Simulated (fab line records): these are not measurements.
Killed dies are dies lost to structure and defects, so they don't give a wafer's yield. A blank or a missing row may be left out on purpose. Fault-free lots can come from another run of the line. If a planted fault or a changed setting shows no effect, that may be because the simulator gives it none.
fab line records	flow n5Finfet	part 1 of 2: steps 1 to 17 of 23
[record] lots = 5	wafers = 15	lastDay = 18
route steps=1938 shown BEOL_M0_SAQP@654
lots that met no fault: taken from a fault-free run of the same line
startH: hours from the record's first day to the start of the lot's first wafer shown	waitH: hours elapsed since this lot's preceding step	" unchanged from the row above	L1.1+2: several wafers, shown together as one row	- value missing, or start not given	* or withheld: withheld	< > ~ a bound
route shown NAME@n: names a module that has steps shown in the file, with the first one's number in the route	usual: average and standard deviation across the fault-free wafers	same: alike in all rows	chamber/n: place in a boat	sites: readings site by site	_std_site: the standard deviation of these	_edge_site: inner sites' mean taken away from outer sites' mean	radiusMm: how far each site lies from the wafer's centre	mask NAME#n: copy n	behind: the tool/chamber that last shaped the wafer	hold: why the lot was held/for how many hours/how that ended	device: whichever transistor did not switch (one of n, p or np)	end of line: at the end of the route, the tests of the same wafers	step lacking rows: just its recipe	killed: count of dies lost to structure and defects at first sort (not the wafer's yield)	map: the dies of a wafer, with x for killed, . for not killed, _ for no die there
set.NAME: the run value of the setting; set.NAME@STEP: its run value at that earlier step	model.NAME: the simulator's own value behind a step, which no gauge read
lots at some steps of the route; a table a step, a row a wafer
services: a tool's chamber out of use, with start hour (startH, from the record's first day; less than 0 if before it), hours out, and reason
[[steps]]
[step N5_BEOL_M0_SAQP_ETCH_84]
[recipe] chemistry = N2/H2	target = SOC	targetDepthA = 1000	overetchA = 200	maskMaterial = SiARC	tempC = 40	timeS = 150	ionEnergyEv = 200	pressureMtorr = 30	sourceW = 840	biasW = 150	n2FlowSccm = 200	h2FlowSccm = 200
[usual] drypumpMotorCurrentA = 5.7/0.38	oesProductAu = 0.71/0.069	rfVppV = 524.2/2.6	showerheadPlenumPTorr = 2.55/0.091	throttleValvePct = 17.7/0.32
lot.wafer	tool	chamber	startH	waitH	drypumpMotorCurrentA	oesProductAu	rfHoursCounterH	rfVppV	showerheadPlenumPTorr	throttleValvePct
L074.4	rieDiel-03	1	115.63	0.0	6.0	0.74	71	527.6	2.69	17.3
L074.5	"	2	"	"	5.2	0.69	-	520.6	2.46	17.5
L074.6	"	1	"	"	6.0	0.74	-	527.2	2.69	17.3
L084.2	rieDiel-06	1	185.45	0.0	5.9	0.77	43	524.4	2.58	17.3
L084.3	"	2	"	"	5.2	0.64	209	523.1	2.52	18.2
L084.4	"	3	"	"	5.3	0.75	64	527.8	2.67	17.8
L092.1	rieDiel-01	2	222.42	0.0	6.1	0.62	230	520.8	2.40	17.9
L092.3	"	3	"	"	6.2	0.78	59	522.6	2.47	17.5
L092.4	"	0	"	"	5.2	0.64	186	526.7	2.64	18.0
L095.1	rieDiel-01	0	232.37	0.0	5.3	0.64	190	526.7	2.64	18.0
L095.3	"	1	"	"	5.9	0.64	211	523.5	2.52	17.7
L095.6	"	1	"	"	5.9	0.64	-	523.3	2.52	17.6
L097.1	rieDiel-06	1	248.50	0.0	5.9	0.75	59	526.0	2.57	17.3
L097.2	"	0	"	"	5.8	0.78	58	522.4	2.46	17.6
L097.3	"	2	"	"	5.2	0.62	230	523.0	2.52	18.2
[step N5_BEOL_M0_SAQP_STRIP_80]
[recipe] chemistry = N2/H2	tempC = 40	n2FlowSccm = 200	h2FlowSccm = 200	rfFrequencyHz = 6e+07
lot.wafer	tool	chamber	startH	waitH
L074.4+5+6	rieDiel-03	1,2,1	115.73	0.0
L084.2+3+4	rieDiel-06	1,2,3	185.55	0.0
L092.1+3+4	rieDiel-01	2,3,0	222.52	0.0
L095.1+3+6	rieDiel-01	0,1,1	232.47	0.0
L097.1+2+3	rieDiel-06	1,0,2	248.60	0.0
[step N5_BEOL_M0_SAQP_HM_OPEN_112]
[recipe] chemistry = CHF3/O2	target = SiO2	stopOn = a-Si	targetDepthA = 120	overEtchFrac = 1.25	maskMaterial = SOC	timeS = 13.5	pressureMtorr = 30	sourceW = 650	biasW = 170	Ar_flow_sccm = 200	CHF3_flow_sccm = 50	O2_flow_sccm = 5	ionEnergyEv = 200	ends = endPoint
[usual] drypumpMotorCurrentA = 5.7/0.37	oes_ar_750_au = 0.79/0.071	oesProductAu = 0.52/0.051	rfVppV = 522/8.8	showerheadPlenumPTorr = 2.42/0.088	throttleValvePct = 18.72/0.28
lot.wafer	tool	chamber	startH	waitH	drypumpMotorCurrentA	oes_ar_750_au	oesProductAu	rfHoursCounterH	rfVppV	showerheadPlenumPTorr	throttleValvePct
L074.4	rieDiel-03	1	115.74	0.0	6.0	0.82	0.54	71	520	2.52	18.30
L074.5	"	2	"	"	5.2	0.76	0.50	-	518	2.31	18.37
L074.6	"	1	"	"	6.0	0.82	0.54	-	521	2.52	18.29
L084.2	rieDiel-06	1	185.56	0.0	5.9	0.87	0.56	43	524	2.44	18.28
L084.3	"	2	"	"	5.2	0.72	0.46	209	518	2.40	19.17
L084.4	"	3	"	"	5.3	0.84	0.55	64	531	2.55	18.86
L092.1	rieDiel-01	2	222.53	0.0	6.1	0.69	0.46	230	515	2.27	18.88
L092.3	"	3	"	"	6.2	0.86	0.56	59	540	2.35	18.57
L092.4	"	0	"	"	5.2	0.72	0.46	186	511	2.48	18.88
L095.1	rieDiel-01	0	232.48	0.0	5.2	0.71	0.47	190	512	2.48	18.87
L095.3	"	1	"	"	5.8	0.72	0.46	211	527	2.39	18.75
L095.6	"	1	"	"	5.8	0.72	0.46	-	525	2.39	18.72
L097.1	rieDiel-06	1	248.61	0.0	5.9	0.84	0.54	59	523	2.43	18.31
L097.2	"	0	"	"	5.8	0.85	0.55	58	508	2.32	18.73
L097.3	"	2	"	"	5.2	0.71	0.45	230	516	2.39	19.20
[step N5_BEOL_M0_SAQP_STRIP_113]
[recipe] chemistry = CHF3/O2	resist = SiARC	rfFrequencyHz = 6e+07
lot.wafer	tool	chamber	startH	waitH
L074.4+5+6	rieDiel-03	1,2,1	115.79	0.0
L084.2+3+4	rieDiel-06	1,2,3	185.61	0.0
L092.1+3+4	rieDiel-01	2,3,0	222.58	0.0
L095.1+3+6	rieDiel-01	0,1,1	232.53	0.0
L097.1+2+3	rieDiel-06	1,0,2	248.66	0.0
[step N5_BEOL_M0_SAQP_MANDREL_ETCH_20]
[recipe] targetDepthA = 600	chemistry = HBr/Cl2	target = a-Si	stopOn = SiNx	btTimeS = 10	maskMaterial = SOC	overEtchFrac = 0.5	timeS = 30	pressureMtorr = 10	icpW = 800	biasW = 75	HBr_flow_sccm = 150	Cl2_flow_sccm = 80	ends = endPoint
[usual] drypumpMotorCurrentA = 5.7/0.54	oesProductAu = 0.774/0.014	throttleValvePct = 35.44/0.27
lot.wafer	tool	chamber	startH	waitH	drypumpMotorCurrentA	oesProductAu	rfHoursCounterH	throttleValvePct
L074.4	rieSi-05	2	115.82	0.0	6.2	0.785	59	35.62
L074.5	"	2	"	"	6.2	0.789	-	35.58
L074.6	"	3	"	"	6.5	0.770	-	35.55
L084.2	rieSi-05	0	185.64	0.0	5.2	0.768	121	35.35
L084.3	"	3	"	"	6.5	0.752	0	35.52
L084.4	"	1	"	"	4.9	0.790	2	35.30
L092.1	rieSi-02	2	222.61	0.0	5.6	0.749	70	36.06
L092.3	"	0	"	"	6.1	0.756	7	35.63
L092.4	"	1	"	"	5.8	0.772	165	35.37
L095.1	rieSi-02	1	232.56	0.0	5.8	0.763	166	35.42
L095.3	"	3	"	"	6.4	0.780	91	35.53
L095.6	"	1	"	"	5.7	0.768	-	35.38
L097.1	rieSi-06	0	248.69	0.0	5.8	0.799	3	34.84
L097.2	"	1	"	"	5.0	0.776	108	35.49
L097.3	"	2	"	"	5.7	0.777	8	34.96
[step N5_BEOL_M0_SAQP_STRIP_86]
[recipe] chemistry = N2/H2	powerW = 500	tempC = 40	pressureMtorr = 50	rfFrequencyHz = 6e+07	overashFraction = 0.3	biasPowerW = 28	h2Frac = 0.5	n2FlowSccm = 300	h2FlowSccm = 300
[usual] drypumpMotorCurrentA = 5.6/0.38	oesProductAu = 0.79/0.08	powerW = 500.2/1.7	rfVppV = 122.0/1.7	showerheadPlenumPTorr = 3.39/0.12	throttleValvePct = 18.9/0.53
lot.wafer	tool	chamber	startH	waitH	drypumpMotorCurrentA	oesProductAu	powerW	rfHoursCounterH	rfVppV	showerheadPlenumPTorr	throttleValvePct
L074.4	rieDiel-03	2	115.92	0.1	5.2	0.78	501.1	146	123.9	3.25	18.5
L074.5	"	2	"	"	5.2	0.78	500.2	-	120.9	3.25	18.5
L074.6	"	1	"	"	6.0	0.82	499.6	-	121.8	3.55	18.3
L084.2	rieDiel-03	1	185.74	0.1	6.0	0.80	497.2	86	122.3	3.54	18.3
L084.3	"	0	"	"	5.3	0.83	498.1	67	122.1	3.55	18.8
L084.4	"	2	"	"	5.2	0.76	499.7	167	121.3	3.24	18.5
L092.1	rieDiel-01	0	222.77	0.1	5.2	0.70	499.0	187	122.1	3.48	19.3
L092.3	"	3	"	"	6.2	0.87	501.0	59	120.8	3.27	18.6
L092.4	"	2	"	"	6.1	0.70	497.2	230	118.9	3.18	18.9
L095.1	rieDiel-06	1	232.66	0.1	5.9	0.84	499.3	55	122.4	3.40	18.3
L095.3	"	2	"	"	5.2	0.69	500.9	224	125.4	3.33	19.4
L095.6	"	3	"	"	5.3	0.81	502.0	-	126.7	3.51	19.0
L097.1	rieDiel-01	3	248.81	0.1	6.3	0.85	498.4	67	121.4	3.27	18.6
L097.2	"	2	"	"	6.1	0.69	498.0	240	121.5	3.17	19.0
L097.3	"	1	"	"	5.8	0.69	501.3	216	120.3	3.32	18.6
[step N5_BEOL_M0_SAQP_STRIP_115]
[recipe] chemistry = postEtchResidueRemover	timeS = 60	tempC = 25	removerPh = withheld	removerWaterWtPct = withheld	removerFluorideWtPct = withheld
lot.wafer	tool	chamber	startH	waitH
L074.4+5+6	wetBench-02	2,1,7	115.98	-
L084.2+3+4	wetBench-02	2,6,5	185.81	-
L092.1+3+4	wetBench-02	4,1,6	222.84	-
L095.1+3+6	wetBench-03	4,5,6	232.72	-
L097.1+2+3	wetBench-02	3,5,4	248.88	-
[step N5_BEOL_M0_SAQP_SRD_93]
[recipe] dry = ipaMarangoni	timeS = 30	tempC = 23	rinseLiquid = diw
lot.wafer	tool	chamber	startH	waitH
L074.4+5+6	wetBench-02	2,1,7	116.00	0.0
L084.2+3+4	wetBench-02	2,6,5	185.83	0.0
L092.1+3+4	wetBench-02	4,1,6	222.86	0.0
L095.1+3+6	wetBench-03	4,5,6	232.75	0.0
L097.1+2+3	wetBench-02	3,5,4	248.90	0.0
[step N5_BEOL_M0_SAQP_RECESS_114]
[recipe] chemistry = HF/NH3	target = SiO2	targetDepthA = 144	afsCycles = 3	tempC = 30	sublimationTempC = 180	sublimationTimeS = 60
[usual] drypumpMotorCurrentA = 5.6/0.48
lot.wafer	tool	chamber	startH	waitH	drypumpMotorCurrentA
L074.4	vaporEtch-02	1	116.17	0.1	5.0
L074.5	"	0	"	"	5.7
L074.6	"	1	"	"	5.0
L084.2	vaporEtch-02	0	185.87	0.0	5.7
L084.3	"	0	"	"	5.7
L084.4	"	1	"	"	5.0
L092.1	vaporEtch-02	1	224.46	1.6	5.0
L092.3	"	0	"	"	5.7
L092.4	"	1	"	"	5.0
L095.1	vaporEtch-02	1	232.88	0.1	5.0
L095.3	"	0	"	"	5.8
L095.6	"	0	"	"	5.8
L097.1	vaporEtch-02	1	248.94	0.0	5.0
L097.2	"	0	"	"	5.7
L097.3	"	1	"	"	5.0
[step N5_BEOL_M0_SAQP_SPACER1_ALD_98]
[recipe] material = SiO2	targetThkA = 128	tempC = 300	aldPrecursorFamily = BDEAS	aldCoReactant = O2-plasma	pulseTimeS = 1	purgeTimeS = 2	coReactantPurgeTimeS = 2	aldCycles = 138	pressureTorr = 2
[usual] heaterPowerW = 489/51	precursorPulseHeightRel = 1.000/0.018	susceptorTempC = 299.99/0.17
[same] coReactantPurgeTimeS = 2	pulseTimeS = 1
lot.wafer	tool	chamber	startH	waitH	heaterPowerW	precursorPulseHeightRel	susceptorTempC
L074.4	aldSin-03	2	116.43	0.1	495	0.989	300.17
L074.5	"	1	"	"	523	0.995	300.17
L074.6	"	2	"	"	502	0.998	300.01
L084.2	aldSin-03	2	186.26	0.3	494	1.007	299.89
L084.3	"	0	"	"	522	0.980	299.92
L084.4	"	3	"	"	496	0.990	300.06
L092.1	aldSin-01	2	224.85	0.3	596	0.979	300.08
L092.3	"	3	"	"	491	1.004	300.15
L092.4	"	1	"	"	493	0.999	299.92
L095.1	aldSin-01	0	233.26	0.3	416	1.001	299.69
L095.3	"	1	"	"	486	0.973	300.14
L095.6	"	3	"	"	502	1.031	300.41
L097.1	aldSin-01	0	249.32	0.3	402	1.018	300.19
L097.2	"	2	"	"	601	0.990	299.82
L097.3	"	3	"	"	491	1.020	300.38
[step N5_BEOL_M0_SAQP_SPACER1_ETCHBACK_99]
[recipe] chemistry = CHF3/O2	mode = anisotropicEtchback	target = SiO2	targetDepthA = 154	timeS = 7.7	pressureMtorr = 30	sourceW = 650	biasW = 170	Ar_flow_sccm = 200	CHF3_flow_sccm = 50	O2_flow_sccm = 5	ionEnergyEv = 200
[usual] drypumpMotorCurrentA = 5.6/0.37	oes_ar_750_au = 0.79/0.07	oesProductAu = 0.79/0.076	rfVppV = 521/7.9	showerheadPlenumPTorr = 2.43/0.099	throttleValvePct = 18.8/0.3
lot.wafer	tool	chamber	startH	waitH	drypumpMotorCurrentA	oes_ar_750_au	oesProductAu	rfHoursCounterH	rfVppV	showerheadPlenumPTorr	throttleValvePct
L074.4	rieDiel-06	3	116.94	0.3	5.3	0.87	0.86	-	530	2.55	18.9
L074.5	"	0	"	"	5.7	0.93	0.95	-	508	2.34	18.7
L074.6	"	2	"	"	5.2	0.74	0.73	-	517	2.41	19.2
L084.2	rieDiel-01	0	187.02	0.5	5.2	0.72	0.72	177	511	2.48	18.9
L084.3	"	1	"	"	5.8	0.73	0.73	196	526	2.40	18.8
L084.4	"	2	"	"	6.1	0.71	0.71	219	514	2.27	18.9
L092.1	rieDiel-06	1	225.42	0.4	5.9	0.85	0.86	52	525	2.43	18.4
L092.3	"	3	"	"	5.3	0.82	0.83	77	533	2.54	18.9
L092.4	"	2	"	"	5.2	0.71	0.70	222	518	2.39	19.3
L095.1	rieDiel-03	0	233.74	0.3	5.2	0.81	0.82	74	524	2.56	18.6
L095.3	"	2	"	"	5.2	0.73	0.74	178	517	2.29	18.5
L095.6	"	2	"	"	5.2	0.73	0.73	-	516	2.29	18.5
L097.1	rieDiel-03	2	249.80	0.3	5.2	0.73	0.73	185	518	2.29	18.5
L097.2	"	1	"	"	6.0	0.78	0.78	104	519	2.51	18.4
L097.3	"	0	"	"	5.2	0.80	0.81	81	523	2.56	18.6
[step N5_BEOL_M0_SAQP_MANDREL1_REMOVE_100]
[recipe] chemistry = HBr/Cl2/O2	btTimeS = 10	target = a-Si	stopOn = SiNx	endpoint = OES-SiCl	overEtchFrac = 0.85	icpW = 600	biasW = 30	HBr_flow_sccm = 150	Cl2_flow_sccm = 80	O2_flow_sccm = 5	pressureMtorr = 10
[usual] drypumpMotorCurrentA = 5.7/0.5	oesProductAu = 1.004/0.016	throttleValvePct = 36.7/0.33
lot.wafer	tool	chamber	startH	waitH	drypumpMotorCurrentA	oesProductAu	rfHoursCounterH	throttleValvePct
L074.4	rieSi-06	3	116.99	0.0	6.1	1.018	3	37.0
L074.5	"	2	"	"	5.8	1.013	-	36.2
L074.6	"	1	"	"	5.0	1.015	-	36.7
L084.2	rieSi-02	0	187.10	0.1	6.2	0.966	6	36.9
L084.3	"	1	"	"	5.8	0.986	165	36.6
L084.4	"	3	"	"	6.4	0.998	90	36.8
L092.1	rieSi-02	0	225.51	0.1	6.2	0.975	7	36.9
L092.3	"	1	"	"	5.7	0.990	165	36.6
L092.4	"	2	"	"	5.6	0.972	70	37.3
L095.1	rieSi-05	0	233.83	0.1	5.2	0.994	122	36.6
L095.3	"	2	"	"	6.2	1.000	61	36.9
L095.6	"	0	"	"	5.2	1.000	-	36.6
L097.1	rieSi-05	1	249.89	0.1	4.9	1.024	3	36.5
L097.2	"	0	"	"	5.2	0.988	123	36.6
L097.3	"	2	"	"	6.2	1.006	62	36.9
[step N5_BEOL_M0_SAQP_CD_MEAS_25]
[recipe] targetCdNm = 13.1	landingEnergyEv = 1000	detector = seInlens
[usual] cdNm = 12.78/0.22
lot.wafer	tool	chamber	startH	waitH	cdNm
L074.4	cdSem-02	0	117.11	0.1	12.39
L074.5	"	0	"	"	13.16
L074.6	"	0	"	"	12.86
L084.2	cdSem-03	0	187.22	0.1	13.08
L084.3	"	0	"	"	13.15
L084.4	"	0	"	"	12.55
L092.1	cdSem-02	0	225.62	0.1	12.54
L092.3	"	0	"	"	12.86
L092.4	"	0	"	"	13.02
L095.1	cdSem-02	0	233.94	0.1	12.76
L095.3	"	0	"	"	12.59
L095.6	"	0	"	"	12.85
L097.1	cdSem-03	0	250.00	0.1	12.35
L097.2	"	0	"	"	13.03
L097.3	"	0	"	"	12.22
[step N5_BEOL_M0_SAQP_ETCH_101]
[recipe] chemistry = CH3F/O2	target = SiNx	maskMaterial = SiO2	targetDepthA = 299	timeS = 42.7	pressureMtorr = 30	sourceW = 395	biasW = 73	Ar_flow_sccm = 150	CH3F_flow_sccm = 30	O2_flow_sccm = 20	ionEnergyEv = 120
[usual] drypumpMotorCurrentA = 5.6/0.36	oes_ar_750_au = 0.80/0.073	oesProductAu = 0.80/0.081	rfVppV = 296/4.8	showerheadPlenumPTorr = 2.01/0.075	throttleValvePct = 16.24/0.3
lot.wafer	tool	chamber	startH	waitH	drypumpMotorCurrentA	oes_ar_750_au	oesProductAu	rfHoursCounterH	rfVppV	showerheadPlenumPTorr	throttleValvePct
L074.4	rieDiel-06	3	117.21	0.1	5.3	0.87	0.87	-	301	2.12	16.30
L074.5	"	0	"	"	5.8	0.92	0.93	-	289	1.94	16.20
L074.6	"	2	"	"	5.2	0.74	0.73	-	293	2.00	16.69
L084.2	rieDiel-01	1	187.34	0.1	5.8	0.73	0.72	196	299	1.99	16.27
L084.3	"	3	"	"	6.2	0.87	0.90	49	306	1.95	16.09
L084.4	"	0	"	"	5.2	0.73	0.71	177	289	2.06	16.37
L092.1	rieDiel-06	2	225.66	0.0	5.2	0.71	0.69	222	294	1.99	16.74
L092.3	"	3	"	"	5.3	0.83	0.81	77	301	2.11	16.36
L092.4	"	0	"	"	5.8	0.86	0.87	52	290	1.93	16.26
L095.1	rieDiel-06	0	233.98	0.0	5.8	0.86	0.88	54	290	1.93	16.26
L095.3	"	1	"	"	5.9	0.85	0.86	55	297	2.02	15.82
L095.6	"	2	"	"	5.2	0.71	0.69	-	292	1.99	16.75
L097.1	rieDiel-03	1	250.04	0.0	6.0	0.77	0.78	104	295	2.09	15.93
L097.2	"	2	"	"	5.2	0.73	0.73	185	293	1.90	16.00
L097.3	"	0	"	"	5.2	0.81	0.81	81	295	2.12	16.06
[step N5_BEOL_M0_SAQP_ETCH_102]
[recipe] chemistry = CF4	target = SiO2	targetDepthA = 40	ionEnergyEv = 350	timeS = 4.4	pressureMtorr = 10	icpW = 800	biasW = 400	cf4FlowSccm = 80
[usual] drypumpMotorCurrentA = 5.7/0.52	oesProductAu = 1.004/0.016	throttleValvePct = 21.77/0.28
lot.wafer	tool	chamber	startH	waitH	drypumpMotorCurrentA	oesProductAu	rfHoursCounterH	throttleValvePct
L074.4	rieSi-05	0	117.27	0.0	5.2	0.977	120	21.64
L074.5	"	2	"	"	6.2	1.002	-	22.03
L074.6	"	3	"	"	6.5	0.981	-	21.95
L084.2	rieSi-06	2	187.45	0.1	5.8	0.991	7	21.54
L084.3	"	1	"	"	5.0	1.022	107	22.08
L084.4	"	0	"	"	5.8	1.013	2	21.21
L092.1	rieSi-06	2	225.77	0.1	5.7	0.990	8	21.53
L092.3	"	0	"	"	5.8	1.016	2	21.19
L092.4	"	3	"	"	6.1	1.023	6	21.92
L095.1	rieSi-06	0	234.08	0.1	5.8	1.016	3	21.19
L095.3	"	1	"	"	5.0	1.033	107	22.08
L095.6	"	1	"	"	5.0	1.027	-	22.08
L097.1	rieSi-02	0	250.15	0.1	6.1	0.985	8	21.85
L097.2	"	3	"	"	6.4	1.010	91	21.90
L097.3	"	2	"	"	5.6	1.001	70	22.32
[step N5_BEOL_M0_SAQP_MANDREL_ETCH_103]
[recipe] chemistry = HBr/Cl2	target = a-Si	targetDepthA = 450	btTimeS = 10	stopOn = SiCN	maskMaterial = SiO2	overEtchFrac = 0.8	timeS = 27	pressureMtorr = 10	icpW = 800	biasW = 75	HBr_flow_sccm = 150	Cl2_flow_sccm = 80	ends = endPoint
[usual] drypumpMotorCurrentA = 5.7/0.52	oesProductAu = 0.687/0.01	throttleValvePct = 35.4/0.31
lot.wafer	tool	chamber	startH	waitH	drypumpMotorCurrentA	oesProductAu	rfHoursCounterH	throttleValvePct
L074.4	rieSi-05	0	117.30	0.0	5.2	0.683	120	35.3
L074.5	"	2	"	"	6.2	0.677	-	35.6
L074.6	"	3	"	"	6.5	0.674	-	35.5
L084.2	rieSi-06	2	187.48	0.0	5.7	0.708	7	34.9
L084.3	"	1	"	"	5.0	0.683	107	35.5
L084.4	"	0	"	"	5.8	0.704	2	34.8
L092.1	rieSi-06	2	225.81	0.0	5.8	0.682	8	35.0
L092.3	"	0	"	"	5.8	0.685	2	34.9
L092.4	"	3	"	"	6.1	0.695	6	35.7
L095.1	rieSi-06	0	234.11	0.0	5.8	0.684	3	34.9
L095.3	"	1	"	"	4.9	0.669	107	35.5
L095.6	"	1	"	"	5.0	0.669	-	35.5
L097.1	rieSi-02	0	250.18	0.0	6.1	0.674	8	35.6
L097.2	"	3	"	"	6.5	0.679	91	35.5
L097.3	"	2	"	"	5.6	0.673	70	36.0
[step N5_BEOL_M0_SAQP_RECESS_104]
[recipe] chemistry = HF/NH3	target = SiO2	targetDepthA = 180	afsCycles = 3	tempC = 30	sublimationTempC = 180	sublimationTimeS = 60
[usual] drypumpMotorCurrentA = 5.6/0.48
lot.wafer	tool	chamber	startH	waitH	drypumpMotorCurrentA
L074.4	vaporEtch-02	0	117.50	0.2	5.8
L074.5	"	1	"	"	5.0
L074.6	"	0	"	"	5.8
L084.2	vaporEtch-01	0	187.56	0.1	6.3
L084.3	"	0	"	"	6.4
L084.4	"	1	"	"	5.6
L092.1	vaporEtch-02	0	225.89	0.1	5.7
L092.3	"	1	"	"	5.0
L092.4	"	0	"	"	5.7
L095.1	vaporEtch-02	1	234.19	0.1	5.0
L095.3	"	1	"	"	5.0
L095.6	"	0	"	"	5.7
L097.1	vaporEtch-02	0	250.27	0.1	5.7
L097.2	"	1	"	"	5.0
L097.3	"	1	"	"	5.0
